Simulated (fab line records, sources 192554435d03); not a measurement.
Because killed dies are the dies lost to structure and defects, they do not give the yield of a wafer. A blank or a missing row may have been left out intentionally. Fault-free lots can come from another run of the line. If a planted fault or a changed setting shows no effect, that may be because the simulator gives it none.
Chamber matching    flow n5 finfet    rie diel-04 running N5_BEOL_M0_ETCH_138: 4 sister chambers
The step etches SiCN in CH3F/O2, target depth 12 nm, time 31.6 s. 14 wafers are shown with their chamber, then 7 later ones without.

## WAFERS PAIRED WITH THEIR CHAMBERS
wafer   chamber  showerhead plenum p Torr (Torr)  throttle valve pct (%)  oes product au (a.u.)
L077.3  2        2.07                             16.11                   0.62
L077.4  0        2.03                             15.92                   0.76
L077.6  3        1.96                             16.22                   0.69
L082.1  0        2.03                             15.93                   0.76
L082.3  2        2.07                             16.13                   0.61
L082.5  1        1.99                             16.28                   0.59
L087.1  0        2.03                             15.96                   0.75
L087.4  1        1.98                             16.31                   0.59
L087.5  1        1.98                             16.31                   0.58
L089.2  1        1.98                             16.31                   0.59
L089.4  2        2.06                             16.16                   0.61
L089.6  1        1.98                             16.32                   0.58
L093.2  3        1.95                             16.27                   0.66
L093.4  0        2.02                             15.99                   0.72

SIGNATURES, as means of the wafers listed above
reading                   chamber 0  chamber 1  chamber 2  chamber 3  scatter within a chamber
showerhead plenum p Torr  2.0275     1.9820     2.0667     1.9550     0.00521
throttle valve pct        15.9500    16.3060    16.1333    16.2450    0.0254
oes product au            0.7475     0.5860     0.6133     0.6750     0.0131
Rule: a wafer lies at a distance from a chamber equal to the root of the sum of squares, over the readings, of (its reading less the chamber's mean, divided by the reading's scatter). If the next closest chamber is less than 2 further off than the closest, the wafer can't be placed; otherwise it belongs to the closest. The scatter: take each reading less its chamber's mean, square it, sum over the shown wafers, divide by the number of wafers less the number of chambers, and take the root.

## WAFERS MISSING THEIR CHAMBER
wafer   showerhead plenum p Torr (Torr)  throttle valve pct (%)  oes product au (a.u.)
L093.5  1.98                             16.32                   0.58
L094.1  2.06                             16.16                   0.60
L094.2  1.95                             16.29                   0.66
L094.4  2.02                             15.96                   0.73
L095.1  1.98                             16.32                   0.58
L095.4  2.02                             15.98                   0.72
L095.5  1.95                             16.28                   0.66

## WHICH CHAMBER EACH WENT THROUGH
wafer   from the rows above  in truth
L093.5  1                    1
L094.1  2                    2
L094.2  3                    3
L094.4  0                    0
L095.1  1                    1
L095.4  0                    0
L095.5  3                    3
Placed correctly: 7 of 7. Not placeable from these rows: 0. 0 placed wrongly.
